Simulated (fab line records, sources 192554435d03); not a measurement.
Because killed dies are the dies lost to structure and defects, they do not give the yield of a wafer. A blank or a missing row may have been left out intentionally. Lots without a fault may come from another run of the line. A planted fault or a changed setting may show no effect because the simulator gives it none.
fab line records ; flow n5Finfet
record: lots: 4; wafers: 12; lastDay: 19
route steps=1938 shown BEOL_M13@1695 BEOL_M14@1716 PASSIVATION@1936
lots that met no fault: from a run of the same line without faults
startH: hours from the record's opening day to when the first of the lot's shown wafers began ; waitH: hours since the lot's step before ; " as in the row above ; L1.1+2: a row that stands for several wafers ; - value missing, or start not given ; * or withheld: withheld ; < > ~ a bound
route shown NAME@n: a module of which the file shows steps, and the number in the route of the first ; usual: average and standard deviation across the fault-free wafers ; same: alike in all rows ; chamber/n: place in a boat ; sites: readings site by site ; _std_site: how widely they spread, as a standard deviation ; _edge_site: the outer-site mean with the inner-site mean subtracted ; radiusMm: how far each site lies from the wafer's centre ; mask NAME#n: copy n ; behind: the most recent tool/chamber to have shaped the wafer ; hold: why the lot went on hold/how many hours it stayed there/how the hold came to an end ; device: the n, p or np transistor that did not switch ; end of line: the same wafers' tests at the end of the route ; for a step that has no rows: nothing shown but its recipe ; killed: count of dies lost to structure and defects at first sort (not the wafer's yield) ; map: a wafer's dies, x killed, . not, _ none there
set.NAME: the setting the step ran with; set.NAME@STEP: the setting that earlier step ran with ; model.NAME: the simulator's own value behind a step, which no gauge read
a table for each step, a row for each wafer; lots at some steps of the route
== steps ==
step: N5_BEOL_M13_STRIP_69
recipe: chemistry: N2/H2; tempC: 40; n2FlowSccm: 200; h2FlowSccm: 200; rfFrequencyHz: 6e+07
step: N5_BEOL_M13_TRENCH_ETCH_34
recipe: chemistry: C4F8/O2/Ar; target: SiOC; targetDepthA: 4134.7; maskMaterial: SOC; pressureMtorr: 30; sourceW: 3000; biasW: 700; Ar_flow_sccm: 400; C4F8_flow_sccm: 15; O2_flow_sccm: 8; heInnerTorr: 15; heOuterTorr: 30; timeS: 162.6; ionEnergyEv: 250
step: N5_BEOL_M13_STRIP_70
recipe: chemistry: C4F8/O2/Ar; resist: SiARC; rfFrequencyHz: 6e+07
step: N5_BEOL_M13_STRIP_37
recipe: chemistry: N2/H2; powerW: 1000; tempC: 250; h2Frac: 0.65; overashFraction: 0.3; pressureMtorr: withheld; n2FlowSccm: 1750; h2FlowSccm: 3250
step: N5_BEOL_M13_ETCH_38
recipe: chemistry: CF4/N2; target: SiCN; targetDepthA: 675; taperDeg: 2; timeS: 71.9; ionEnergyEv: 150; maskMaterial: SiO2; pressureMtorr: 40; sourceW: 430; biasW: 70; Ar_flow_sccm: 100; cf4FlowSccm: 60; n2FlowSccm: 60
step: N5_BEOL_M13_PRECLEAN_39
recipe: chemistry: residueRemover; timeS: 60; tempC: 40
step: N5_BEOL_M13_SRD_40
recipe: timeS: 30; tempC: 23; rinseLiquid: diw; dry: n2Spin; spinRpm: 1500; dryTimeS: 30
step: N5_BEOL_M13_DEGAS_41
recipe: ambient: vacuum; tempC: 250; timeS: 60
step: N5_BEOL_M13_PRE_CLEAN_42
recipe: gas: H2/He; timeS: 30; tempC: 250
step: N5_BEOL_M13_SPUTTER_43
recipe: material: TaN; targetThkA: 150; tempC: 50; biasV: 168.6; powerW: 15000; chamberPressurePa: 0.12; timeS: 24.19
step: N5_BEOL_M13_SPUTTER_44
recipe: material: Ta; targetThkA: 100; tempC: 50; biasV: 80; powerW: 15000; chamberPressurePa: 0.07; timeS: 16.13
step: N5_BEOL_M13_SPUTTER_45
recipe: material: Cu; targetThkA: 800; tempC: -20; biasV: 60; powerW: 26000; chamberPressurePa: 0.13; timeS: 13.33
usual: throttleValvePct: 29.6/1
lot.wafer;tool;chamber;startH;waitH;throttleValvePct
L199.2;pvdSputter-02;-;326.93;0.0;28.6
L199.4;pvdSputter-02;-;326.93;0.0;31.3
L199.5;pvdSputter-02;-;326.93;0.0;28.7
L202.4;pvdSputter-02;-;337.43;0.0;28.9
L202.5;pvdSputter-02;-;337.43;0.0;31.2
L202.6;pvdSputter-02;-;337.43;0.0;30.3
L206.1;pvdSputter-02;-;368.78;0.0;31.3
L206.3;pvdSputter-02;-;368.78;0.0;30.2
L206.6;pvdSputter-02;-;368.78;0.0;29.9
L213.3;pvdSputter-03;-;433.57;0.0;30.8
L213.5;pvdSputter-03;-;433.57;0.0;28.9
L213.6;pvdSputter-03;-;433.57;0.0;29.4
step: N5_BEOL_M13_ECD_47
recipe: material: Cu; targetThkA: 9360
step: N5_BEOL_M13_ANNEAL_48
recipe: tempC: 225; timeS: 90; ambient: N2
step: N5_BEOL_M13_CMP_49
recipe: stopOn: SiOC; tOverpolishS: 17.1; downForcePsi: 1; platenRpm: 50; clearingPlatenDownForcePsi: 1.5; clearingPlatenRpm: 50; postCmpClean: cuAlkaline; targetThkNm: 420; clearingPlatenPadVelocityMS: 0.99484; padVelocityMS: 0.99484
step: N5_BEOL_M13_PRE_CLEAN_52
recipe: gas: NH3; timeS: 15; tempC: withheld; rfPowerW: 300
step: N5_BEOL_M13_DEP_53
recipe: material: SiCN; targetThkA: 500; tempC: withheld; precursor: 3MS/NH3; pressureTorr: 3; rfW: 675; timeS: 17.8
step: N5_BEOL_M14_ILD_DEP_00
recipe: material: SiO2; targetThkA: 11193; tempC: 400; precursor: TEOS/O2; pressureTorr: 6.5; rfW: 900; teosFlowSccm: 161.4; gas: O2; flowSccm: 2650; timeS: 237.4
step: N5_BEOL_M14_COAT_58
recipe: resist: BARC; tempC: 205; timeS: 60; spinRpm: 1500; resistThkNm: 89
step: N5_BEOL_M14_COAT_04
recipe: spinRpm: 1704; resistThkNm: 800
step: N5_BEOL_M14_EBR_06
recipe: solvent: PGMEA; ebrWidthMm: 1.5
step: N5_BEOL_M14_SOFTBAKE_05
recipe: tempC: 130; timeS: 60
step: N5_BEOL_M14_EXPOSE_07
recipe: maskId: V13; na: 0.8; sourceShape: annular; sigmaInner: 0.5; sigmaOuter: 0.8; polarization: unpolarized; attpsmPhaseDeg: 180; doseMj: 57
step: N5_BEOL_M14_PEB_08
recipe: pebTempC: 130; pebTimeS: 90
step: N5_BEOL_M14_DEVELOP_09
recipe: developTimeS: 45; rinseLiquid: diw; dry: airSpin; devTempC: 21
step: N5_BEOL_M14_HARDBAKE_14
recipe: tempC: 130; timeS: 120
step: N5_BEOL_M14_DESCUM_15
recipe: chemistry: O2; timeS: 7.9; sourcePowerW: 50; biasPowerW: 20; pressureMtorr: 20; rfFrequencyHz: 2.712e+07; tempC: 40; o2FlowSccm: 225
step: N5_BEOL_M14_ETCH_59
recipe: chemistry: N2/H2; target: BARC; targetDepthA: 890; overetchA: 267; timeS: 67.9; ionEnergyEv: 200; pressureMtorr: 30; sourceW: 840; biasW: 150; n2FlowSccm: 200; h2FlowSccm: 200
step: N5_BEOL_M14_VIA_ETCH_16
recipe: chemistry: C4F8/O2/Ar; target: SiO2; heInnerTorr: 15; heOuterTorr: 30; targetDepthA: 12313; timeS: withheld; ionEnergyEv: 800; pressureMtorr: 20; sourceW: 1905; biasW: 2040; Ar_flow_sccm: 400; C4F8_flow_sccm: 16; O2_flow_sccm: 12; ends: cleared
step: N5_BEOL_M14_STRIP_63
recipe: chemistry: O2; powerW: 600; tempC: 60; pressureMtorr: 30; rfFrequencyHz: 6e+07; biasPowerW: 0; overashFraction: 0.3; o2FlowSccm: 225
step: N5_BEOL_M14_STRIP_64
recipe: chemistry: O2; powerW: 600; tempC: 60; pressureMtorr: 30; rfFrequencyHz: 6e+07; biasPowerW: 0; overashFraction: 0.3; o2FlowSccm: 225
step: N5_BEOL_M14_STRIP_71
recipe: chemistry: postEtchResidueRemover; timeS: 60; tempC: 25; removerPh: withheld; removerWaterWtPct: withheld; removerFluorideWtPct: withheld
step: N5_BEOL_M14_SRD_72
recipe: timeS: 30; tempC: 23; rinseLiquid: diw; dry: n2Spin; spinRpm: 1500; dryTimeS: 30
step: N5_PASSIVATION_PROBE_49
usual: defectLimitedYield: 91.2/1.3; killed_at_M0_to_M3: 34/9.2; killed_at_M4_up: 14/5; killedAtContacts: 13/6.7; killedAtFrontEnd: 39/12; killedAtOther: 4/3.3; killedDies: 104/15; killedOpen: 68/12; killedShort: 34/7.5; sort_bin_5_function: 5.2/0.87; sort_bin_6_memory: 3.3/0.63; sortNPass: 1076/15; sortYieldPct: 91.2/1.3
same: grossDies: 1180; killedAtBackSide: 0; sort_bin_4_leakage[%]: 0; sort_bin_8_speed[%]: 0
lot.wafer;tool;chamber;startH;waitH;defectLimitedYield[%];killed_at_M0_to_M3;killed_at_M4_up;killedAtContacts;killedAtFrontEnd;killedAtOther;killedDies;killedOpen;killedShort;sort_bin_5_function[%];sort_bin_6_memory[%];sortNPass;sortYieldPct[%]
L202.5;prober-01;-;369.68;0.2;80.9;22;167;1;32;3;225;50;17;10.4;5.1;955;80.9
L206.1;prober-02;-;395.81;0.0;79.8;30;164;17;27;0;238;47;27;12.1;4.1;942;79.8
killed by level:class
L202.5 BEOL_M13:unspecified=155 BEOL_M4:geometricParticle:open=9 FIN_SAQP:geometricParticle:open=5 FIN_SAQP:geometricParticle:short=5 BEOL_M0_SAQP:geometricParticle:open=5 BEOL_M1:geometricParticle:open=5 STARTING-WAFER:geometricParticle:open=5 STARTING-WAFER:geometricParticle:short=5
L206.1 BEOL_M13:unspecified=157 MOL_CONTACT_COAG:geometricParticle:open=12 FIN_SAQP:geometricParticle:short=7 BEOL_M0_SAQP:geometricParticle:short=7 BEOL_M0_SAQP:geometricParticle:open=6 STI_FIN_REVEAL:geometricParticle:open=5 FIN_SAQP:geometricParticle:open=4 BEOL_M1:geometricParticle:open=4
map L202.5 (x killed, . not)
_________________............________________
______________x..x.............._____________
___________........x...............__________
__________.............x.........x.._________
________.............x................_______
_______...x.x.....x....................______
______..........x......................._____
_____..............x....x................____
____............................x.x..x....___
___x.........x...........x.................__
___...............x.....x..............x...__
__............xx.......................x...._
__...x.......x....x..................x......_
_...........x...x.x.x.................x......
_.xx.....x...................................
_........x...................................
_..............x............................x
_..........x.................................
_..............x.....x...............x.......
_......x............x.x.xx...xx.x.....x......
_..........xx......xxx.xxxxxxxx...x..........
__........x......x.xxxxxxxx.xxx.x.........x._
__.....xx......x..xxxxxxxxxxxxx..x.........._
___......x........xxxxxxxxxxxxxx...........__
___...............xxxxxxxxxxxxx.x..........__
____.....x......xxxxxxxxxxxxxxxxx....x....___
_____....x.....x..xxxxxxxxxxxxxx.x.......____
______.............xxxxxxxxxxxxx.x......_____
_______...........xxxxxxxxxxxxxx......x______
________.........x.xxxxxxxxxxxx......._______
__________.........x.xxxx.xxx.xx...._________
___________....x......x.x.x.x.x.x..__________
______________............x....._____________
_________________.x.........x________________
map L206.1 (x killed, . not)
_________________............________________
______________...xx..x.........._____________
___________....................x...__________
__________................x........._________
________...x.......x.................._______
_______..x...x........x................______
______x..............x......x.x....x...._____
_____...x...x...........xx..x............____
____......................................___
___.....x.......xx.........................__
___........x.......x.....................x.__
__...x.....x....x..x.................x......_
__............x............................._
_..x.x..............x..x.....................
_.................x..........................
_....................................x.......
_..x.................x.......x....x....x.....
_..x.....................x...............x...
_..x..............x...x.x.x......x...........
_................x..xxx.xx...................
_..x.x......x........x.xxxxxx...x...x......xx
__..x.....x.....x.xxxxxxxxxxxxxx.x.........x_
__........x.x....x.xxxxxxxxxxxxxxxx........._
___.......x......xxxxxxxxxxxxxxx.......x...__
___x..x.........xxxxxxxxxxxxxxxx..xx.......__
____..........x..xxxxxxxxxxxxxxx..........___
_____...........xxxx.xxxxxxxxxxxxx..x....____
______.........x..xxxxxxxxxxxxxxx......._____
_______........x.x..xxxxxxxxxxxx..x....______
________x.......x...x.xxxxxxxx........_______
__________...x.......xxxx..x.x......_________
___________...........x.xxxxx......__________
______________..........x..x...._____________
_________________............________________
== key ==
firstSign: step: N5_PASSIVATION_PROBE_49; reading: killed_at_M4_up; direction: up; sigmas: 30; usual: 14; struck: 166
effect: step: N5_PASSIVATION_PROBE_49; reading: defectLimitedYield; direction: down; sigmas: 8.4; usual: 91.2; struck: 80.4
moreKillsBornAt: N5_BEOL_M13_SPUTTER_45@pvdSputter-02: 312
metAt N5_BEOL_M13_SPUTTER_45
struckWafers L202.5,L206.1
onsetBetween 326.93 337.43
fault: kind: chamberParticleSource; tool: pvdSputter-02; chamber: -; onsetH: 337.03; steps: N5_BEOL_M13_SPUTTER_45; ratePerVisitCm2: 1.9083; endH: 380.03; scope: struckWafersOnly
